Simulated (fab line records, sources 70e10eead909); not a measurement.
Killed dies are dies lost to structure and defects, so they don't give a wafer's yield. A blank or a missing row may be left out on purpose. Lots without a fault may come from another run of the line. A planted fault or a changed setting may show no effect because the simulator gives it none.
Which tool did it? | flow nand_harc | 12 lots, 36 wafers sampled, at 5 steps of a route of 1302

WHAT THE GAUGES READ, wafer by wafer
NHARC_END_SORT_01. Usual: defect_limited_yield 91.6 %, standard deviation 2.8; killed_at_array 53, standard deviation 19; killed_at_other 0.8, standard deviation 1.2; killed_at_periphery 3.7, standard deviation 2.3; killed_dies 57, standard deviation 19; killed_open 3.2, standard deviation 1.7; killed_short 2.6, standard deviation 1.8; sort_bin_2_pct 3.0 %, standard deviation 1.2; sort_bin_3_pct 0.7 %, standard deviation 0.4; sort_bin_4_pct 4.8 %, standard deviation 1.5; sort_n_pass 620, standard deviation 19; sort_rim_yield_pct 90 %, standard deviation 4.8; sort_yield_pct 91.6 %, standard deviation 2.8.
lot  | measured     | on        | defect_limited_yield (%) | killed_at_array | killed_at_other | killed_at_periphery | killed_dies | killed_open | killed_short | sort_bin_2_pct (%) | sort_bin_3_pct (%) | sort_bin_4_pct (%) | sort_n_pass | sort_rim_yield_pct (%) | sort_yield_pct (%) | flag
L344 | day 28 15:47 | prober-01 | 0 0 92.6                 | 675 674 43      | 0 1 2           | 2 2 5               | 677 677 50  | 4 4 6       | 1 1 2        | 94.2 95.9 2.7      | 0.7 0.3 1.2        | 5.0 3.8 3.5        | 0 0 627     | 0 0 84                 | 0 0 92.6           | OFF
L348 | day 30 04:52 | prober-01 | 0 93.6 91.7              | 669 40 53       | 2 1 0           | 6 2 3               | 677 43 56   | 4 2 4       | 2 3 3        | 94.4 2.4 2.2       | 0.1 0.4 0.6        | 5.5 3.5 5.5        | 0 634 621   | 0 90 89                | 0 93.6 91.7        | OFF

WHICH TOOL RAN EACH LOT (tool, then ch and the chambers of the sampled wafers, then the start)
lot  | NHARC_A_M1_PVD_21            | NHARC_THIN_TSV_ETCH_44             | NHARC_THIN_TSV_DEP_47           | NHARC_THIN_TSV_PVD_19
L336 | pvd_sputter-02, day 23 16:46 | rie_diel-02 ch 0,2,3, day 24 10:41 | pecvd-03 ch 0,1,2, day 24 12:10 | pvd_sputter-03, no start
L338 | pvd_sputter-01, day 24 04:13 | rie_diel-03 ch 1,3, day 24 23:43   | pecvd-04 ch 0,1,2, day 25 01:20 | pvd_sputter-01, no start
L340 | pvd_sputter-01, day 25 22:04 | rie_diel-02 ch 0,1, day 26 17:57   | pecvd-03 ch 0,1,2, day 26 19:32 | pvd_sputter-02, no start
L342 | pvd_sputter-02, day 26 02:23 | rie_diel-03 ch 0,1,3, day 26 19:10 | pecvd-03 ch 0,1,2, day 26 20:46 | pvd_sputter-02, no start
L341 | pvd_sputter-03, day 26 04:22 | rie_diel-03 ch 0,2,3, day 27 01:56 | pecvd-03 ch 0,1,2, day 27 03:31 | pvd_sputter-03, no start
L343 | pvd_sputter-01, day 26 06:11 | rie_diel-02 ch 1,3, day 27 02:53   | pecvd-01 ch 0,1,2, day 27 04:27 | pvd_sputter-03, no start
L347 | pvd_sputter-03, day 27 01:37 | rie_diel-12 ch 1,2,3, day 27 23:02 | pecvd-04 ch 0,1, day 28 00:39   | pvd_sputter-01, no start
L344 | pvd_sputter-01, day 27 05:10 | rie_diel-03 ch 3, day 28 00:34     | pecvd-03 ch 2, day 28 02:00     | pvd_sputter-03, day 28 15:47 or earlier
L348 | pvd_sputter-01, day 27 23:22 | rie_diel-02 ch 1,2, day 29 11:56   | pecvd-04 ch 1,2, day 29 13:25   | pvd_sputter-01, day 30 04:52 or earlier
L353 | pvd_sputter-03, day 31 01:29 | rie_diel-03 ch 1,2, day 32 02:59   | pecvd-03 ch 0,1, day 32 04:34   | pvd_sputter-02, no start
L354 | pvd_sputter-02, day 31 10:42 | rie_diel-12 ch 0,3, day 32 12:46   | pecvd-04 ch 0,1,2, day 32 14:21 | pvd_sputter-03, no start
L355 | pvd_sputter-03, day 31 18:23 | rie_diel-02 ch 1,2,3, day 32 15:15 | pecvd-04 ch 0,2, day 32 16:44   | pvd_sputter-03, no start
- NHARC_A_M1_PVD_21: deposits Cu, target thk 30 nm, time 20.49 s.
- NHARC_THIN_TSV_ETCH_44: etches the open film in CF4/O2, target depth 1594.2 nm, time 797.1 s.
- NHARC_THIN_TSV_DEP_47: deposits SiO2, target thk 200 nm.
- NHARC_THIN_TSV_PVD_19: deposits TaN, target thk 20 nm.

WHAT THE TOOLS THEMSELVES READ (means of the sampled wafers that have a number; where no wafer has one, the mark that the record gives instead)
NHARC_A_M1_PVD_21. Usual: throttle_valve_pct 29.8 %, standard deviation 1.2.
lot  | tool           | throttle_valve_pct (%) | flag
L336 | pvd_sputter-02 | 29.9                   |
L338 | pvd_sputter-01 | 30.1                   |
L340 | pvd_sputter-01 | 30.3                   |
L342 | pvd_sputter-02 | 30.4                   |
L341 | pvd_sputter-03 | 29.3                   |
L343 | pvd_sputter-01 | 30.5                   |
L347 | pvd_sputter-03 | 29.6                   |
L344 | pvd_sputter-01 | 30.8                   |
L348 | pvd_sputter-01 | 30.5                   |
L353 | pvd_sputter-03 | 29.7                   |
L354 | pvd_sputter-02 | 30.3                   |
L355 | pvd_sputter-03 | 28.5                   |

NHARC_THIN_TSV_ETCH_44. Usual: drypump_motor_current_A 5.4 A, standard deviation 0.44; oes_product_au 1.002 a.u., standard deviation 0.0097; rf_fwd_power_W 299.8 W, standard deviation 0.93; rf_vpp_V 797 V, standard deviation 4.9; showerhead_plenum_p_Torr 1.87 Torr, standard deviation 0.078; throttle_valve_pct 16.915 %, standard deviation 0.0081.
lot  | tool        | drypump_motor_current_A (A) | oes_product_au (a.u.) | rf_fwd_power_W (W) | rf_vpp_V (V) | showerhead_plenum_p_Torr (Torr) | throttle_valve_pct (%) | flag
L336 | rie_diel-02 | 5.4                         | 1.007                 | 299.0              | 799          | 1.91                            | 16.909                 |
L338 | rie_diel-03 | 5.0                         | 0.996                 | 300.9              | 793          | 1.83                            | 16.919                 |
L340 | rie_diel-02 | 5.6                         | 1.017                 | 300.3              | 796          | 1.88                            | 16.910                 |
L342 | rie_diel-03 | 5.0                         | 1.006                 | 300.0              | 796          | 1.85                            | 16.916                 |
L341 | rie_diel-03 | 5.0                         | 0.998                 | 299.8              | 800          | 1.90                            | 16.909                 |
L343 | rie_diel-02 | 5.1                         | 1.011                 | 299.1              | 791          | 1.77                            | 16.919                 |
L347 | rie_diel-12 | 5.7                         | 0.985                 | 300.1              | 797          | 1.88                            | 16.915                 |
L344 | rie_diel-03 | 4.9                         | 0.999                 | 298.5              | 796          | 1.85                            | 16.914                 |
L348 | rie_diel-02 | 5.2                         | 1.002                 | 301.2              | 792          | 1.79                            | 16.919                 |
L353 | rie_diel-03 | 5.1                         | 1.006                 | 300.6              | 798          | 1.89                            | 16.917                 |
L354 | rie_diel-12 | 5.3                         | 0.992                 | 300.2              | 800          | 1.91                            | 16.916                 |
L355 | rie_diel-02 | 5.1                         | 1.004                 | 300.1              | 794          | 1.83                            | 16.908                 |

NHARC_THIN_TSV_DEP_47. Usual: rf_fwd_power_W 898 W, standard deviation 3; throttle_valve_pct 16.2 %, standard deviation 0.65.
lot  | tool     | rf_fwd_power_W (W) | throttle_valve_pct (%) | flag
L336 | pecvd-03 | 900                | 16.2                   |
L338 | pecvd-04 | 897                | 16.0                   |
L340 | pecvd-03 | 897                | 16.3                   |
L342 | pecvd-03 | 898                | 16.2                   |
L341 | pecvd-03 | 899                | 16.3                   |
L343 | pecvd-01 | 897                | 16.2                   |
L347 | pecvd-04 | 898                | 15.6                   |
L344 | pecvd-03 | 900                | 16.9                   |
L348 | pecvd-04 | 897                | 15.7                   |
L353 | pecvd-03 | 896                | 16.2                   |
L354 | pecvd-04 | 900                | 16.1                   |
L355 | pecvd-04 | 898                | 16.5                   |

NHARC_THIN_TSV_PVD_19. Usual: throttle_valve_pct 30.0 %, standard deviation 1.1.
lot  | tool           | throttle_valve_pct (%) | flag
L336 | pvd_sputter-03 | 29.8                   |
L338 | pvd_sputter-01 | 29.9                   |
L340 | pvd_sputter-02 | 30.3                   |
L342 | pvd_sputter-02 | 30.2                   |
L341 | pvd_sputter-03 | 31.0                   |
L343 | pvd_sputter-03 | 29.3                   |
L347 | pvd_sputter-01 | 30.5                   |
L344 | pvd_sputter-03 | 27.9                   |
L348 | pvd_sputter-01 | 30.2                   |
L353 | pvd_sputter-02 | 30.5                   |
L354 | pvd_sputter-03 | 29.5                   |
L355 | pvd_sputter-03 | 28.6                   |

THE ANSWER, worked out from the rows above alone
Rule: a lot is off if the mean of its wafers that have a number lies more than 3 standard deviations from the usual mean. A lot without any number at a reading at which 4 lots or more have one is off too. The other lots that the step has rows for count as sound. The gauges are gone through in route order, then the tools' own readings, and for those a lot's mean is taken as printed above. The first step at which some lot is off is used, and at that step the reading that is off furthest; a lot without a number counts as furthest.
Off: L344, L348, at NHARC_END_SORT_01 (sort_bin_2_pct). Neither off nor sound, because the step has no rows for them: L336, L338, L340, L342, L341, L343, L347, L353, L354, L355.
A tool fits if, at a process step before that reading, it ran every lot that is off, and no sound lot after the first of them. The gauges at NHARC_END_SORT_01 are tried like those tools. NHARC_THIN_TSV_PVD_19 gives no start for some lots, so the hours and the order of its lots are those of NHARC_END_SORT_01. Can't be told from this: 2 tools fit, pvd_sputter-01 at NHARC_A_M1_PVD_21, prober-01 at NHARC_END_SORT_01.

WHAT THE SIMULATOR HAD PUT IN
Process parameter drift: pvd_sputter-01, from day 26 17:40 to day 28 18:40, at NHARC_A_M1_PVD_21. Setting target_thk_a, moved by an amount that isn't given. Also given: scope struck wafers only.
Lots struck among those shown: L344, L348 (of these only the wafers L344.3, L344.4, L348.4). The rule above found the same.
